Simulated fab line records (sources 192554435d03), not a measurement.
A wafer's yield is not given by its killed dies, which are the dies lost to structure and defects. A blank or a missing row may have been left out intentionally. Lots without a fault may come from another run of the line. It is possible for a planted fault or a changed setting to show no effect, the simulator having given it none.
A single fault, viewed from 2 desks    flow n5 finfet    each desk holds nothing but its own numbers, with what lay behind them at the end

## THE METROLOGY DESK
Means of the sampled wafers that have a number, per lot and without regard to the tool the lot ran on: this is what the gauges read. If a lot's mean is further than 4 standard deviations from the usual mean, the lot is out of limits and carries the mark OUT (the distance appears in the brackets). Readings shown: 7 of its 10, picked as those furthest out on some lot.
Columns: A = DIBL_P at N5_BEOL_M4_RC_MEAS_101, usual 38 mV/V; B = IOFF_N at N5_BEOL_M4_RC_MEAS_101, usual 0.18 nA/um; C = IOFF_P at N5_BEOL_M4_RC_MEAS_101, usual 0.25 nA/um; D = SS_N at N5_BEOL_M4_RC_MEAS_101, usual 71.7 mV/dec; E = SS_P at N5_BEOL_M4_RC_MEAS_101, usual 73.7 mV/dec; F = VT_N at N5_BEOL_M4_RC_MEAS_101, usual 249 mV; G = VT_P at N5_BEOL_M4_RC_MEAS_101, usual -248 mV
lot   first seen here  A   B     C     D     E     F    G
L328  day 12 02:12     38  0.16  0.24  71.5  73.8  250  -247
L332  day 13 06:49     34  0.13  0.19  71.1  72.7  254  -254
L334  day 14 11:07     34  0.14  0.18  71.8  73.3  253  -254
L337  day 15 06:26     44  0.29  0.42  72.9  75.2  242  -240
This desk's verdict: no lot among the 4 shows anything out of limits.

## AT THE TOOL OWNER'S DESK: litho track-04
The tool's own readings at N5_MOL_CONTACT_COAG_COAT_75 (time 60 s, resist thk 60 nm): means of the sampled wafers that have a number, for each lot that ran on this tool. If a lot's mean is further than 4 standard deviations from the usual mean, the lot is out of limits and carries the mark OUT (the distance appears in the brackets).
Columns: A = dispense pressure kPa at N5_MOL_CONTACT_COAG_COAT_75, usual 52.1 kPa; B = spin speed rpm at N5_MOL_CONTACT_COAG_COAT_75, usual 1500.1 rpm
lot   first seen here  A     B
L328  day 7 03:28      49.7  1500.9
L332  day 7 18:21      49.6  1565.5 (+59) OUT
L334  day 8 07:44      49.6  1563.8 (+58) OUT
This desk's finding: out of limits on L332, L334; first on L332, day 7 18:21 (spin speed rpm at N5_MOL_CONTACT_COAG_COAT_75). In limits: L328.

## TAKEN TOGETHER
An alarm could have come from the tool owner's desk at day 7 18:21, on L332, L334.
At the metrology desk, nothing out of limits was observed.
The metrology desk has L332, L334 on record, within its limits.
Of the lots named, all ran N5_MOL_CONTACT_COAG_COAT_75 on litho track-04.

## WHAT THE SIMULATOR HAD PUT IN
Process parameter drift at N5_MOL_CONTACT_COAG_COAT_75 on litho track-04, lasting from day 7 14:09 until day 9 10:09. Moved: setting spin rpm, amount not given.
Shown lots that were struck: L332, L334.
Time in hours from fault onset to the first out-of-limits reading at each desk: the tool owner's desk, 4.
